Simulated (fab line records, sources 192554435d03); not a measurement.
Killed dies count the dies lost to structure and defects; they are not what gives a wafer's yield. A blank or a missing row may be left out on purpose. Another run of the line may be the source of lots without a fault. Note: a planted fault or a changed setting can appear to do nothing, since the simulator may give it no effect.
Chamber matching || flow n5_finfet || N5_BEOL_M12_ETCH_67 on rie_diel-04: 4 sister chambers
The step etches SiARC in CF4, target depth 143 nm, time 238.3 s. 4 wafers are shown with their chamber, then 9 later ones without.

WAFERS PAIRED WITH THEIR CHAMBERS
{"wafer": "L088.5", "chamber": 3, "showerhead_plenum_p_Torr (Torr)": 2.04}
{"wafer": "L094.1", "chamber": 2, "showerhead_plenum_p_Torr (Torr)": 2.09}
{"wafer": "L094.2", "chamber": 0, "showerhead_plenum_p_Torr (Torr)": 2.29}
{"wafer": "L094.4", "chamber": 1, "showerhead_plenum_p_Torr (Torr)": 2.04}

WAFERS WITH NO CHAMBER GIVEN
{"wafer": "L092.1", "showerhead_plenum_p_Torr (Torr)": 2.29}
{"wafer": "L092.4", "showerhead_plenum_p_Torr (Torr)": 2.09}
{"wafer": "L092.5", "showerhead_plenum_p_Torr (Torr)": 2.09}
{"wafer": "L093.3", "showerhead_plenum_p_Torr (Torr)": 2.04}
{"wafer": "L093.4", "showerhead_plenum_p_Torr (Torr)": 2.29}
{"wafer": "L093.6", "showerhead_plenum_p_Torr (Torr)": 2.29}
{"wafer": "L096.1", "showerhead_plenum_p_Torr (Torr)": 2.29}
{"wafer": "L096.3", "showerhead_plenum_p_Torr (Torr)": 2.03}
{"wafer": "L096.5", "showerhead_plenum_p_Torr (Torr)": 2.04}

EACH ONE'S CHAMBER
{"wafer": "L092.1", "from the rows above": 0, "in truth": 0}
{"wafer": "L092.4", "from the rows above": 2, "in truth": 2}
{"wafer": "L092.5", "from the rows above": 2, "in truth": 2}
{"wafer": "L093.3", "from the rows above": "can't be placed: 1 or 3", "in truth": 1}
{"wafer": "L093.4", "from the rows above": 0, "in truth": 0}
{"wafer": "L093.6", "from the rows above": 0, "in truth": 0}
{"wafer": "L096.1", "from the rows above": 0, "in truth": 0}
{"wafer": "L096.3", "from the rows above": "can't be placed: 1 or 3", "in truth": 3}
{"wafer": "L096.5", "from the rows above": "can't be placed: 1 or 3", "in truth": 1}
Correct placement for 6 of the 9. Cannot be placed on the basis of these rows: 3; the candidates contain the true chamber in 3. Wrongly placed: 0.
How it was worked out, from the rows above alone: a wafer's distance from a chamber is the root of the sum, over the readings, of the square of ((its reading less the chamber's mean) divided by the reading's scatter). If the next closest chamber is less than 2 further off than the closest, the wafer can't be placed; otherwise it belongs to the closest. For every chamber, the mean is computed from those of its wafers that are shown. The scatter: with one shown wafer a chamber, the root of the mean of the squares of how far each hidden wafer lies from its nearest shown one.
